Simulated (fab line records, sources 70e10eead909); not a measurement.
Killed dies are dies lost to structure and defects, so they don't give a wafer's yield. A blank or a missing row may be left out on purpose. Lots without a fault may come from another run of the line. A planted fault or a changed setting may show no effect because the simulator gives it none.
fab line records | flow nand_harc
record lots=24 wafers=72 last_day=24
route steps=1159 shown A_CONTACT@912 A_M0@1009
lots that met no fault: from a run of the same line without faults
start_h: hours from the record's first day to the start of the lot's first wafer shown | wait_h: hours since the lot's step before | " the same as in the row above | L1.1+2: a row that stands for several wafers | - no value, or no start given | * or withheld: withheld | < > ~ a bound
route shown NAME@n: a module of which the file shows steps, and the number in the route of the first | usual: mean/standard deviation of fault-free wafers | same: alike in all rows | chamber/n: place in a boat | sites: the reading at each site | _std_site: their standard deviation | _edge_site: outer sites' mean less inner sites' | radius_mm: how far each site lies from the wafer's centre | mask NAME#n: copy n | behind: the tool/chamber that last shaped the wafer | hold: why the lot was held/for how many hours/how that ended | device: the transistor (n, p or np) that didn't switch | end of line: the same wafers' tests at the end of the route | a step without rows: its recipe alone | killed: dies lost to structure and defects at the first sort, not the wafer's yield | map: a wafer's dies, x killed, . not, _ none there
set.NAME: the setting as run; set.NAME@STEP: as run at that earlier step | model.NAME: the simulator's own value behind a step, which no gauge read
steps of the route over a sample of lots; a table a step, a row a wafer
services: from which hour (start_h, from the record's first day; less than 0 if before it) a tool's chamber was out of use, for how many hours, and why
## steps
# step NHARC_A_CONTACT_ETCH_132
# recipe source_w=withheld pressure_mtorr=20 bias_v=1200 time_s=156 target_depth_a=9580 ar_flow_sccm=withheld c4f8_flow_sccm=withheld o2_flow_sccm=withheld chemistry=C4F8/O2/Ar
# columns lot.wafer tool chamber start_h wait_h rf_hours_counter_h
L076.2 har_cap_etch-03 1 382.86 0.1 83
L076.6 " 0 " " -
L076.5 " 1 " " -
L074.1 har_cap_etch-02 0 384.08 0.2 11
L074.3 " 1 " " -
L074.5 " 0 " " -
L075.1 har_cap_etch-03 0 392.60 0.1 85
L075.4 " 1 " " -
L075.6 " 0 " " -
L079.2 har_cap_etch-01 0 393.67 0.1 58
L079.3 " 1 " " -
L079.6 " 0 " " -
L080.1 har_cap_etch-01 1 401.33 0.1 60
L080.3 " 1 " " -
L080.5 " 1 " " -
L077.3 har_cap_etch-01 1 407.38 0.1 -
L077.4 " 0 " " -
L077.6 " 1 " " -
L081.2 har_cap_etch-01 0 415.60 0.1 62
L081.4 " 1 " " -
L081.3 " 0 " " -
L078.2 har_cap_etch-02 1 416.43 0.1 17
L078.3 " 0 " " -
L078.6 " 1 " " -
L082.2 har_cap_etch-03 1 423.36 0.1 92
L082.3 " 0 " " -
L082.5 " 0 " " -
L083.1 har_cap_etch-03 1 438.01 0.1 93
L083.5 " 0 " " -
L083.6 " 1 " " -
L084.2 har_cap_etch-03 0 451.42 0.2 96
L084.3 " 1 " " -
L084.5 " 1 " " -
L086.3 har_cap_etch-02 0 454.45 0.1 -
L086.5 " 1 " " -
L086.6 " 0 " " -
L085.1 har_cap_etch-02 1 458.34 0.1 24
L085.4 " 0 " " -
L085.3 " 1 " " -
L088.1 har_cap_etch-01 1 460.47 0.1 69
L088.5 " 1 " " -
L088.6 " 0 " " -
L089.2 har_cap_etch-03 1 466.09 0.1 99
L089.5 " 1 " " -
L089.6 " 0 " " -
L087.2 har_cap_etch-01 1 467.43 0.1 71
L087.1 " 0 " " 71
L087.6 " 1 " " -
L090.2 har_cap_etch-03 0 468.83 0.1 101
L090.1 " 1 " " 101
L090.6 " 0 " " -
L092.2 har_cap_etch-02 1 470.96 0.1 29
L092.4 " 0 " " -
L092.5 " 1 " " -
L093.3 har_cap_etch-03 0 473.80 0.1 -
L093.4 " 1 " " -
L093.5 " 1 " " -
L091.1 har_cap_etch-02 0 475.37 0.1 31
L091.4 " 1 " " -
L091.3 " 0 " " -
L095.2 har_cap_etch-02 1 497.83 0.1 33
L095.3 " 1 " " -
L095.5 " 1 " " -
L096.1 har_cap_etch-01 1 503.36 0.1 76
L096.4 " 0 " " -
L096.3 " 1 " " -
L094.1 har_cap_etch-01 0 508.24 0.1 77
L094.4 " 1 " " -
L094.5 " 0 " " -
L097.2 har_cap_etch-03 0 511.77 0.1 108
L097.3 " 1 " " -
L097.6 " 0 " " -
# step NHARC_A_CONTACT_ETCH_88
# recipe target_depth_a=390 over_etch_frac=0.3 time_s=65 ion_energy_ev=80 cf4_flow_sccm=150 ar_flow_sccm=0 rf_w=300 bias_w=100 chemistry=CF4
# usual drypump_motor_current_A=5.7/0.42 oes_product_au=1.004/0.014 rf_vpp_V=151.1/0.98 showerhead_plenum_p_Torr=1.77/0.05 throttle_valve_pct=13.284/0.0093
# columns lot.wafer tool chamber start_h wait_h drypump_motor_current_A oes_product_au rf_hours_counter_h rf_vpp_V showerhead_plenum_p_Torr throttle_valve_pct
L076.2 rie_diel-07 0 387.70 0.1 6.3 1.003 51 150.1 1.74 13.300
L076.6 " 1 " " 6.0 1.003 - 151.6 1.77 13.286
L076.5 " 2 " " 5.8 1.020 - 151.2 1.76 13.283
L074.3 rie_diel-05 0 388.34 0.1 5.4 1.006 7 151.7 1.80 13.283
L074.1 " 2 " " 6.4 1.017 8 149.6 1.68 13.269
L074.5 " 0 " " 5.4 1.007 - 150.5 1.80 13.280
L075.4 rie_diel-05 3 398.14 0.1 5.4 1.005 9 150.3 1.75 13.282
L075.1 " 1 " " 5.2 0.989 11 151.2 1.81 13.290
L075.6 " 3 " " 5.4 1.007 - 151.7 1.75 13.297
L079.2 rie_diel-13 1 399.36 0.1 5.6 0.990 45 153.5 1.84 13.273
L079.3 " 3 " " 5.6 0.997 43 150.8 1.85 13.300
L079.6 " 2 " " 6.0 1.023 - 153.1 1.85 13.270
L080.1 rie_diel-05 3 407.88 0.1 5.4 1.001 12 151.1 1.75 13.280
L080.3 " 0 " " 5.4 1.009 12 149.5 1.80 13.304
L080.5 " 1 " " 5.2 1.002 - 150.7 1.80 13.288
L077.4 rie_diel-07 3 414.91 0.1 5.8 1.018 0 151.5 1.79 13.271
L077.3 " 1 " " 6.0 0.991 0 150.9 1.76 13.282
L077.6 " 2 " " 5.9 1.029 - 151.6 1.76 13.271
L081.4 rie_diel-05 1 420.74 0.1 5.2 0.986 15 152.1 1.80 13.282
L081.3 " 2 " " 6.4 1.012 15 150.0 1.68 13.283
L081.2 " 0 " " 5.4 1.000 15 151.1 1.80 13.283
L078.2 rie_diel-05 2 421.98 0.1 6.4 1.008 16 150.1 1.68 13.279
L078.3 " 0 " " 5.4 0.996 15 150.4 1.80 13.307
L078.6 " 2 " " 6.4 1.006 - 150.0 1.68 13.290
L082.2 rie_diel-05 2 427.56 0.1 6.4 1.012 17 150.0 1.68 13.277
L082.3 " 3 " " 5.4 0.996 16 151.0 1.75 13.286
L082.5 " 3 " " 5.4 0.993 - 152.4 1.75 13.288
L083.1 rie_diel-05 2 442.51 0.1 6.4 1.007 17 149.5 1.68 13.283
L083.5 " 3 " " 5.4 1.005 - 150.5 1.75 13.284
L083.6 " 0 " " 5.4 1.009 - 151.4 1.80 13.272
L084.2 rie_diel-07 3 459.00 0.1 5.8 1.024 17 150.8 1.78 13.261
L084.3 " 0 " " 6.3 0.999 17 151.1 1.73 13.297
L084.5 " 1 " " 6.0 0.986 - 151.3 1.76 13.295
L086.3 rie_diel-05 1 461.40 0.1 5.2 0.995 22 152.6 1.80 13.282
L086.6 " 3 " " 5.4 0.990 - 151.5 1.75 13.282
L086.5 " 2 " " 6.4 1.017 - 149.8 1.68 13.284
L085.1 rie_diel-13 3 465.32 0.5 5.6 1.017 2 151.7 1.84 13.278
L085.4 " 0 " " 5.6 0.985 3 151.7 1.87 13.295
L085.3 " 1 " " 5.6 0.997 3 151.3 1.84 13.285
L088.1 rie_diel-05 0 467.08 0.1 5.4 1.011 24 150.3 1.80 13.302
L088.5 " 3 " " 5.4 0.996 - 149.1 1.75 13.285
L088.6 " 0 " " 5.4 1.006 - 150.8 1.80 13.293
L089.2 rie_diel-05 1 470.32 0.1 5.1 1.000 27 152.3 1.80 13.285
L089.5 " 0 " " 5.4 1.013 - 151.3 1.79 13.292
L089.6 " 1 " " 5.2 0.987 - 150.7 1.80 13.267
L087.1 rie_diel-05 0 471.86 0.1 5.4 1.005 26 151.1 1.79 13.284
L087.2 " 1 " " 5.2 0.987 28 152.0 1.80 13.283
L087.6 " 3 " " 5.4 0.980 - 150.9 1.75 13.280
L090.2 rie_diel-05 1 473.13 0.1 5.2 1.004 28 152.4 1.80 13.280
L090.1 " 2 " " 6.4 1.021 29 150.8 1.68 13.286
L090.6 " 3 " " 5.4 0.992 - 152.2 1.75 13.295
L092.4 rie_diel-07 3 475.29 0.1 5.8 1.016 25 151.8 1.78 13.301
L092.2 " 1 " " 6.1 0.974 24 151.5 1.76 13.290
L092.5 " 3 " " 5.8 1.029 - 152.9 1.78 13.293
L093.4 rie_diel-07 1 477.96 0.1 6.0 0.980 24 150.5 1.76 13.298
L093.3 " 2 " " 5.9 1.023 24 151.6 1.76 13.275
L093.5 " 0 " " 6.3 1.003 - 149.9 1.73 13.289
L091.4 rie_diel-13 2 479.88 0.1 6.0 1.019 7 151.4 1.84 13.270
L091.1 " 3 " " 5.6 1.012 7 151.4 1.84 13.283
L091.3 " 0 " " 5.6 0.986 8 151.0 1.87 13.285
L095.2 rie_diel-05 2 502.15 0.1 6.4 1.028 32 148.4 1.68 13.285
L095.3 " 3 " " 5.4 0.983 32 150.3 1.75 13.282
L095.5 " 2 " " 6.4 1.024 - 150.9 1.68 13.294
L096.3 rie_diel-05 3 507.66 0.1 5.4 0.978 33 150.7 1.75 13.284
L096.1 " 0 " " 5.4 1.017 33 150.7 1.79 13.282
L096.4 " 2 " " 6.4 1.034 33 150.9 1.68 13.278
L094.4 rie_diel-05 0 512.26 0.1 5.4 1.014 34 151.6 1.79 13.281
L094.1 " 2 " " 6.4 1.029 34 149.4 1.68 13.277
L094.5 " 0 " " 5.4 1.015 - 151.7 1.79 13.277
L097.3 rie_diel-05 3 516.06 0.1 5.4 0.991 34 151.3 1.75 13.290
L097.2 " 2 " " 6.4 1.010 34 150.5 1.68 13.302
L097.6 " 0 " " 5.4 1.010 - 150.6 1.79 13.278
# step NHARC_A_CONTACT_ETCH_138
# recipe source_w=withheld pressure_mtorr=20 bias_v=3000 time_s=132 target_depth_a=12890 ar_flow_sccm=withheld c4f8_flow_sccm=withheld o2_flow_sccm=withheld chemistry=C4F8/O2/Ar
# columns lot.wafer tool chamber start_h wait_h rf_hours_counter_h
L076.2 har_cap_etch-02 0 389.54 0.1 12
L076.5 " 1 " " -
L076.6 " 0 " " -
L074.1 har_cap_etch-01 1 390.02 0.1 57
L074.3 " 1 " " -
L074.5 " 0 " " -
L075.1 har_cap_etch-02 1 400.15 0.1 14
L075.4 " 1 " " -
L075.6 " 1 " " -
L079.2 har_cap_etch-03 1 400.84 0.1 87
L079.3 " 0 " " -
L079.6 " 0 " " -
L080.1 har_cap_etch-02 0 409.40 0.1 16
L080.3 " 1 " " -
L080.5 " 0 " " -
L077.3 har_cap_etch-03 0 416.41 0.1 -
L077.4 " 1 " " -
L077.6 " 1 " " -
L081.2 har_cap_etch-01 1 422.31 0.1 63
L081.4 " 0 " " -
L081.3 " 1 " " -
L078.2 har_cap_etch-02 0 423.47 0.1 18
L078.3 " 0 " " -
L078.6 " 1 " " -
L082.2 har_cap_etch-02 1 429.03 0.1 19
L082.3 " 0 " " -
L082.5 " 1 " " -
L083.1 har_cap_etch-01 1 443.97 0.1 65
L083.5 " 1 " " -
L083.6 " 0 " " -
L084.2 har_cap_etch-02 0 460.60 0.1 24
L084.3 " 0 " " -
L084.5 " 0 " " -
L086.3 har_cap_etch-01 0 463.15 0.1 -
L086.5 " 1 " " -
L086.6 " 0 " " -
L085.1 har_cap_etch-03 0 467.21 0.1 100
L085.4 " 0 " " -
L085.3 " 1 " " -
L088.1 har_cap_etch-01 0 468.86 0.1 71
L088.6 " 0 " " -
L088.5 " 1 " " -
L089.2 har_cap_etch-01 0 471.83 0.1 72
L089.5 " 1 " " -
L089.6 " 0 " " -
L087.2 har_cap_etch-02 0 473.69 0.1 30
L087.1 " 1 " " 30
L087.6 " 0 " " -
L090.2 har_cap_etch-01 0 474.64 0.1 73
L090.1 " 1 " " 73
L090.6 " 1 " " -
L092.2 har_cap_etch-03 1 476.78 0.1 103
L092.4 " 0 " " -
L092.5 " 1 " " -
L093.4 har_cap_etch-01 0 479.67 0.1 -
L093.3 " 1 " " -
L093.5 " 1 " " -
L091.1 har_cap_etch-02 0 481.37 0.1 32
L091.4 " 1 " " -
L091.3 " 0 " " -
L095.2 har_cap_etch-03 0 503.62 0.1 107
L095.3 " 0 " " -
L095.5 " 0 " " -
L096.1 har_cap_etch-02 0 509.13 0.1 35
L096.3 " 0 " " -
L096.4 " 1 " " -
L094.1 har_cap_etch-01 1 513.75 0.1 78
L094.4 " 0 " " -
L094.5 " 1 " " -
L097.2 har_cap_etch-02 1 517.81 0.1 36
L097.3 " 0 " " -
L097.6 " 0 " " -
# step NHARC_A_CONTACT_CVD_19
# recipe target_thk_a=3000 temp_c=300 pressure_torr=40 wf6_flow_sccm=40 h2_flow_sccm=1600 ar_flow_sccm=1560 time_s=802 material=W
# usual heater_power_w=433/23 throttle_valve_pct=8.07/0.24
# columns lot.wafer tool chamber start_h wait_h heater_power_w throttle_valve_pct
L076.2 cvd_w-01 1 - - 427 7.80
L076.5 " 1 " " 414 7.81
L076.6 " 0 " " 466 8.06
L074.1 cvd_w-01 1 - - 415 7.69
L074.3 " 1 " " 422 7.81
L074.5 " 1 " " 415 7.64
L075.1 cvd_w-02 0 - - 452 8.40
L075.4 " 0 " " 436 8.17
L075.6 " 0 " " 448 8.12
L079.2 cvd_w-01 1 - - 428 7.62
L079.3 " 1 " " 414 7.89
L079.6 " 0 " " 470 8.47
L080.1 cvd_w-02 1 - - 397 7.95
L080.3 " 1 " " 408 7.89
L080.5 " 0 " " 450 8.40
L077.3 cvd_w-01 1 - - 418 7.64
L077.4 " 0 " " 460 8.45
L077.6 " 0 " " 476 8.06
L081.2 cvd_w-01 1 - - 407 7.77
L081.3 " 0 " " 477 8.09
L081.4 " 1 " " 429 8.06
L078.2 cvd_w-01 1 426.65 - 417 8.01
L078.3 " 1 " " 422 7.70
L078.6 " 0 " " 465 8.36
L082.2 cvd_w-02 1 436.84 - 402 8.09
L082.3 " 1 " " 410 7.76
L082.5 " 1 " " 408 7.92
L083.1 cvd_w-02 1 - - 405 8.05
L083.6 " 1 " " 412 8.10
L083.5 " 0 " " 439 7.97
L084.2 cvd_w-01 0 - - 480 8.35
L084.3 " 1 " " 409 7.93
L084.5 " 1 " " 421 7.99
L086.3 cvd_w-02 0 - - 440 8.14
L086.6 " 1 " " 411 8.17
L086.5 " 0 " " 445 8.43
L085.1 cvd_w-02 0 - - 442 8.26
L085.3 " 1 " " 407 8.07
L085.4 " 0 " " 453 8.01
L088.1 cvd_w-02 0 - - 446 8.29
L088.6 " 0 " " 449 7.82
L088.5 " 1 " " 424 7.72
L089.2 cvd_w-02 1 - - 415 7.89
L089.6 " 0 " " 434 7.92
L089.5 " 1 " " 400 8.25
L087.2 cvd_w-02 0 - - 459 8.38
L087.1 " 1 " " 424 8.05
L087.6 " 1 " " 403 8.15
L090.2 cvd_w-02 1 - - 404 8.14
L090.1 " 0 " " 444 8.17
L090.6 " 1 " " 414 8.21
L092.2 cvd_w-02 1 - - 417 7.98
L092.4 " 1 " " 407 8.31
L092.5 " 0 " " 447 8.18
L093.3 cvd_w-01 0 - - 450 7.89
L093.4 " 1 " " 420 7.74
L093.5 " 1 " " 410 7.76
L091.1 cvd_w-01 0 - - 448 7.90
L091.3 " 1 " " 416 7.44
L091.4 " 0 " " 451 8.11
L095.2 cvd_w-01 0 - - 440 8.13
L095.3 " 0 " " 460 7.99
L095.5 " 1 " " 411 7.77
L096.1 cvd_w-02 1 - - 407 7.79
L096.3 " 1 " " 406 8.14
L096.4 " 0 " " 440 8.35
L094.1 cvd_w-01 1 - - 420 7.68
L094.4 " 0 " " 444 7.98
L094.5 " 0 " " 458 8.14
L097.2 cvd_w-02 1 - - 410 8.07
L097.3 " 0 " " 451 8.39
L097.6 " 1 " " 400 8.21
# step NHARC_A_M0_ETCH_15
# recipe target_depth_a=1500 overetch_a=150 time_s=82.5 c4f8_flow_sccm=withheld ar_flow_sccm=400 rf_w=600 bias_w=300 chemistry=C4F8/Ar
# usual oes_product_au=0.952/0.024 rf_vpp_V=441.1/2.5
# columns lot.wafer tool chamber start_h wait_h oes_product_au rf_hours_counter_h rf_vpp_V
L076.2 rie_diel-08 3 - - 0.937 9 440.1
L076.6 " 0 " " 0.965 - 441.7
L076.5 " 1 " " 0.912 - 437.8
L074.1 rie_diel-08 0 - - 0.963 0 441.4
L074.3 " 2 " " 0.974 8 439.0
L074.5 " 1 " " 0.945 - 439.5
L075.1 rie_diel-08 0 - - 0.982 0 442.6
L075.4 " 1 " " 0.923 9 439.0
L075.6 " 3 " " 0.949 - 439.7
L079.3 rie_diel-09 1 - - 0.969 9 443.2
L079.2 " 2 " " 0.965 9 439.9
L079.6 " 0 " " 0.983 - 442.1
L080.3 rie_diel-08 3 - - 0.947 9 440.9
L080.1 " 2 " " 0.932 8 442.2
L080.5 " 3 " " 0.933 - 439.8
L077.3 rie_diel-08 3 - - 0.931 10 440.9
L077.4 " 1 " " 0.922 10 437.8
L077.6 " 2 " " 0.929 - 442.1
L081.3 rie_diel-03 1 - - 0.964 2 446.0
L081.2 " 2 " " 0.958 2 439.1
L081.4 " 0 " " 0.987 2 443.3
L078.2 rie_diel-03 2 - - 0.960 2 440.4
L078.3 " 3 " " 0.959 3 436.8
L078.6 " 2 " " 0.960 - 439.3
L082.2 rie_diel-03 2 - - 0.964 3 438.9
L082.3 " 3 " " 0.966 3 438.8
L082.5 " 0 " " 0.958 - 442.2
L083.1 rie_diel-08 2 - - 0.931 10 440.7
L083.6 " 3 " " 0.935 - 440.0
L083.5 " 0 " " 0.938 - 442.4
L084.2 rie_diel-03 2 - - 0.959 5 439.5
L084.3 " 1 " " 0.975 5 445.5
L084.5 " 3 " " 0.972 - 437.2
L086.3 rie_diel-03 1 - - 0.970 6 444.6
L086.5 " 3 " " 0.968 - 437.2
L086.6 " 0 " " 0.950 - 442.6
L085.3 rie_diel-03 2 - - 0.913 6 439.5
L085.1 " 1 " " 0.920 6 445.5
L085.4 " 0 " " 0.915 - 443.2
L088.1 rie_diel-09 3 - - 0.951 3 444.7
L088.5 " 1 " " 0.956 - 444.2
L088.6 " 2 " " 0.954 - 438.9
L089.2 rie_diel-09 0 - - 0.964 1 441.6
L089.5 " 0 " " 0.957 - 439.9
L089.6 " 1 " " 0.951 - 441.9
L087.2 rie_diel-09 0 - - 0.971 2 441.8
L087.1 " 2 " " 0.963 2 436.4
L087.6 " 3 " " 0.943 - 446.1
L090.2 rie_diel-03 3 - - 0.929 9 437.6
L090.1 " 0 " " 0.928 8 442.1
L090.6 " 2 " " 0.915 - 439.8
L092.2 rie_diel-09 0 - - 0.972 2 441.8
L092.4 " 2 " " 0.950 - 437.8
L092.5 " 3 " " 0.951 - 444.0
L093.4 rie_diel-08 1 - - 0.979 1 437.9
L093.3 " 2 " " 0.996 1 440.4
L093.5 " 1 " " 0.974 - 438.3
L091.1 rie_diel-03 0 - - 0.980 8 443.8
L091.4 " 1 " " 0.955 8 444.7
L091.3 " 2 " " 0.948 8 439.9
L095.3 rie_diel-08 3 - - 0.991 2 441.1
L095.2 " 0 " " 0.968 2 440.6
L095.5 " 2 " " 1.009 - 440.9
L096.1 rie_diel-03 3 - - 0.923 11 437.9
L096.4 " 0 " " 0.924 10 442.8
L096.3 " 1 " " 0.916 9 444.3
L094.1 rie_diel-09 2 - - 0.917 4 439.1
L094.4 " 3 " " 0.901 7 443.8
L094.5 " 1 " " 0.913 - 443.6
L097.3 rie_diel-03 3 - - 0.940 12 438.5
L097.2 " 0 " " 0.933 11 442.1
L097.6 " 2 " " 0.929 - 439.5
# step NHARC_A_M0_ANNEAL_30
# recipe temp_c=225 time_s=90
# usual wafer_temp_C_max=226.09/0.26
# columns lot.wafer tool chamber start_h wait_h wafer_temp_C_max
L076.2 rtp_anneal-02 0 404.16 - 226.27
L076.5 " 0 " " 226.10
L076.6 " 0 " " 225.90
L074.1 rtp_anneal-01 0 405.58 0.3 226.03
L074.3 " 0 " " 226.27
L074.5 " 0 " " 226.32
L075.1 rtp_anneal-02 0 409.92 - 225.70
L075.4 " 0 " " 225.97
L075.6 " 0 " " 226.08
L079.2 rtp_anneal-02 0 410.65 0.3 225.93
L079.3 " 0 " " 225.55
L079.6 " 0 " " 225.66
L080.1 rtp_anneal-01 0 420.42 0.4 225.70
L080.3 " 0 " " 225.91
L080.5 " 0 " " 226.22
L077.3 rtp_anneal-01 0 426.45 0.3 226.06
L077.4 " 0 " " 226.43
L077.6 " 0 " " 226.22
L081.2 rtp_anneal-02 0 439.66 - 225.90
L081.3 " 0 " " 226.41
L081.4 " 0 " " 226.18
L078.2 rtp_anneal-02 0 440.07 - 225.60
L078.3 " 0 " " 225.84
L078.6 " 0 " " 225.67
L082.2 rtp_anneal-01 0 446.08 0.4 226.16
L082.3 " 0 " " 225.96
L082.5 " 0 " " 226.37
L083.1 rtp_anneal-01 0 462.37 - 225.87
L083.5 " 0 " " 226.15
L083.6 " 0 " " 225.92
L084.2 rtp_anneal-02 0 471.16 0.3 226.32
L084.3 " 0 " " 226.01
L084.5 " 0 " " 226.34
L086.3 rtp_anneal-01 0 473.98 - 226.43
L086.5 " 0 " " 226.34
L086.6 " 0 " " 225.99
L085.1 rtp_anneal-01 0 476.71 - 226.24
L085.3 " 0 " " 226.57
L085.4 " 0 " " 226.65
L088.1 rtp_anneal-02 0 478.68 0.3 226.23
L088.5 " 0 " " 226.28
L088.6 " 0 " " 226.59
L089.2 rtp_anneal-01 0 488.96 - 226.39
L089.5 " 0 " " 226.17
L089.6 " 0 " " 225.89
L087.1 rtp_anneal-02 0 497.65 - 225.95
L087.2 " 0 " " 225.98
L087.6 " 0 " " 226.20
L090.1 rtp_anneal-01 0 498.29 - 225.94
L090.2 " 0 " " 226.56
L090.6 " 0 " " 226.14
L092.2 rtp_anneal-01 0 498.81 0.4 225.57
L092.4 " 0 " " 226.49
L092.5 " 0 " " 225.96
L093.3 rtp_anneal-02 0 498.91 - 226.01
L093.4 " 0 " " 226.08
L093.5 " 0 " " 225.83
L091.1 rtp_anneal-02 0 499.12 - 226.21
L091.3 " 0 " " 226.49
L091.4 " 0 " " 225.83
L095.2 rtp_anneal-02 0 513.27 0.3 226.37
L095.3 " 0 " " 225.93
L095.5 " 0 " " 226.15
L096.1 rtp_anneal-02 0 522.03 - 225.84
L096.3 " 0 " " 226.02
L096.4 " 0 " " 225.81
L094.1 rtp_anneal-02 0 527.48 - 226.32
L094.4 " 0 " " 226.06
L094.5 " 0 " " 225.84
L097.2 rtp_anneal-01 0 530.82 - 226.17
L097.3 " 0 " " 226.39
L097.6 " 0 " " 226.08
## services
# columns tool chamber start_h hours kind
rie_diel-08 2 363.32 9.3 repair
cvd_w-02 - 377.07 13.0 pm
rie_diel-03 - 392.30 9.0 pm
rie_diel-05 1 392.31 2.7 repair
rie_diel-08 2 402.20 1.2 repair
rie_diel-07 - 405.27 9.0 pm
rie_diel-03 2 412.36 15.5 repair
rie_diel-08 0 425.46 6.6 repair
rie_diel-05 3 429.14 11.9 repair
rie_diel-09 1 430.03 19.6 repair
rie_diel-09 0 430.36 10.3 repair
rie_diel-08 3 430.41 19.8 repair
rie_diel-09 - 431.14 9.0 pm
rie_diel-08 - 441.94 10.0 repair
rie_diel-09 0 457.27 26.5 repair
cvd_w-02 - 459.95 0.9 repair
rie_diel-09 - 466.14 0.7 repair
rie_diel-03 3 474.94 4.6 repair
cvd_w-01 - 475.34 13.0 pm
rie_diel-08 - 479.21 9.0 pm
rie_diel-08 - 503.40 0.2 repair
rie_diel-09 2 508.84 17.0 repair
rie_diel-05 - 517.79 9.0 pm
rie_diel-08 0 521.32 8.3 repair
## key
fault none
